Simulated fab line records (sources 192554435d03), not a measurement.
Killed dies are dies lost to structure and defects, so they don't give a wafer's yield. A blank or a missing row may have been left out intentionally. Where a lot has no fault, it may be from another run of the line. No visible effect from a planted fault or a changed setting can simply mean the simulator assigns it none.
Comparing a struck lot with a sound one -- flow n5Finfet -- 15 out of 1938 route steps
Sound: these wafers, L939.4, L939.5, L939.6. Struck: wafer L934.6. (L934.1 of the same lot was not struck and is left out.) The cause comes at the end.
Each step with rows lists, per side, the tool, then ch with its chambers, then its first start. Under that, the readings that differ: sound wafers -- struck wafers -- difference of the means -- sigmas: that difference in standard deviations of wafers without a fault.
alike: readings with means less than 2 such deviations apart, plus words and numbers identical on both sides. not compared: withheld readings, readings lacking a value on some wafer, bounds such as >300 that could conceal the same value, and numbers that have no deviation in the record and whose values overlap.
Wherever a step has rows on one side only, a row that says differs or no value, or a row with sigmas, the two part there. Numbers that have no deviation but don't overlap get no sigmas and don't part them. A reading missing from all wafers of one side parts the sides only when that side holds two or more wafers.

first, 1 step without rows for these wafers: N5_BEOL_M0_SAQP_SRD_93 (time 30 s).
N5_BEOL_M0_SAQP_RECESS_114: chemistry HF/NH3, target SiO2, target depth 14.4 nm, afs cycles 3, sublimation time 60 s.
  sound on vaporEtch-01 ch 0,1, day 10 21:54; struck on vaporEtch-01 ch 0, day 9 14:39
  alike: drypumpMotorCurrentA
N5_BEOL_M0_SAQP_SPACER1_ALD_98: deposits SiO2, target thk 12.8 nm, pulse time 1 s, purge time 2 s.
  sound on aldSin-01 ch 0,3, day 10 22:10; struck on aldSin-01 ch 1, day 9 15:02
  alike: heaterPowerW, precursorPulseHeightRel
N5_BEOL_M0_SAQP_SPACER1_ETCHBACK_99: etches SiO2 in CHF3/O2, target depth 15.4 nm, time 7.7 s.
  sound on rieDiel-03 ch 0,1,3, day 10 22:44; struck on rieDiel-06 ch 2, day 9 15:31
reading,sound,struck,difference,sigmas
drypumpMotorCurrentA (A),4.7 6.1 5.5,6.4,+1.0,+2
rfVppV (V),522 531 532,517,-11,-2
  alike: oesProductAu, showerheadPlenumPTorr, throttleValvePct
  not compared: rfHoursCounterH
N5_BEOL_M0_SAQP_MANDREL1_REMOVE_100: chemistry HBr/Cl2/O2, target a-Si, stops on SiNx, bt time 10 s.
  sound on rieSi-01 ch 0,1,2, day 10 22:50; struck on rieSi-01 ch 3, day 9 15:36
  alike: drypumpMotorCurrentA, oesProductAu, throttleValvePct
  not compared: rfHoursCounterH
N5_BEOL_M0_SAQP_CD_MEAS_25 targets a cd of 13.1 nm.
  sound on cdSem-01 ch 0, day 10 22:54; struck on cdSem-02 ch 0, day 9 15:43
  alike: cdNm
then, 5 steps without rows for these wafers: N5_BEOL_M0_SAQP_ETCH_101 (etches SiNx in CH3F/O2, target depth 29.9 nm, time 42.7 s); N5_BEOL_M0_SAQP_ETCH_102 (etches SiO2 in CF4, target depth 4 nm, time 4.4 s); N5_BEOL_M0_SAQP_MANDREL_ETCH_103 (etches a-Si in HBr/Cl2, stops on SiCN, target depth 45 nm, bt time 10 s, time 27 s); N5_BEOL_M0_SAQP_RECESS_104 (chemistry HF/NH3, target SiO2, target depth 18 nm, afs cycles 3, sublimation time 60 s); N5_BEOL_M0_SAQP_COAT_105 (time 60 s, resist thk 100 nm).
N5_BEOL_M0_SAQP_ETCH_106: etches SOC in N2/H2, stops on SiNx, target depth 150 nm.
  sound on rieDiel-06 ch 1,2,3, day 10 23:41; struck on rieDiel-03 ch 0, day 9 16:26
reading,sound,struck,difference,sigmas
drypumpMotorCurrentA (A),5.5 5.6 6.5,4.8,-1.1,-2
  alike: oesProductAu, rfVppV, showerheadPlenumPTorr, throttleValvePct
  not compared: rfHoursCounterH
N5_BEOL_M0_SAQP_ETCH_107: etches SiNx in CH3F/O2, target depth 30 nm.
  sound on rieDiel-06 ch 1,2,3, day 10 23:44; struck on rieDiel-03 ch 0, day 9 16:30
reading,sound,struck,difference,sigmas
drypumpMotorCurrentA (A),5.4 5.6 6.5,4.7,-1.1,-2
model.BEOL_M0_SAQP.featureDepthNm (nm),30.2 30.2 30.6,25.8,-4.5,
  alike: oesProductAu, rfVppV, showerheadPlenumPTorr, throttleValvePct
  not compared: rfHoursCounterH
then, 1 step without rows for these wafers: N5_BEOL_M0_SAQP_STRIP_108 (strips in N2/H2).
-- here the record skips 4 days between the struck wafers' starts before and after, leaving off in module BEOL_M0_SAQP and picking up in module BEOL_M4 (first step shown: number 1111 of the route) --
N5_BEOL_M4_RC_MEAS_101:
  sound on prober-01 ch 0, day 14 22:59; struck on prober-02 ch 0, day 13 08:41
reading,sound,struck,difference,sigmas
IOFF_N (nA/um),0.148 0.158 0.148,0.201,+0.050,+2
IOFF_P (nA/um),0.176 0.191 0.179,0.270,+0.088,+3
VT_P (mV),-254 -251 -255,-246,+7,+2
  alike: DIBL_N, DIBL_P, ION_N, ION_P, SS_N, SS_P, VT_N

== WHERE THEY PART ==
Last at N5_BEOL_M4_RC_MEAS_101 as far as this record goes, first at N5_BEOL_M0_SAQP_SPACER1_ETCHBACK_99.

WHY: what the simulator had put in
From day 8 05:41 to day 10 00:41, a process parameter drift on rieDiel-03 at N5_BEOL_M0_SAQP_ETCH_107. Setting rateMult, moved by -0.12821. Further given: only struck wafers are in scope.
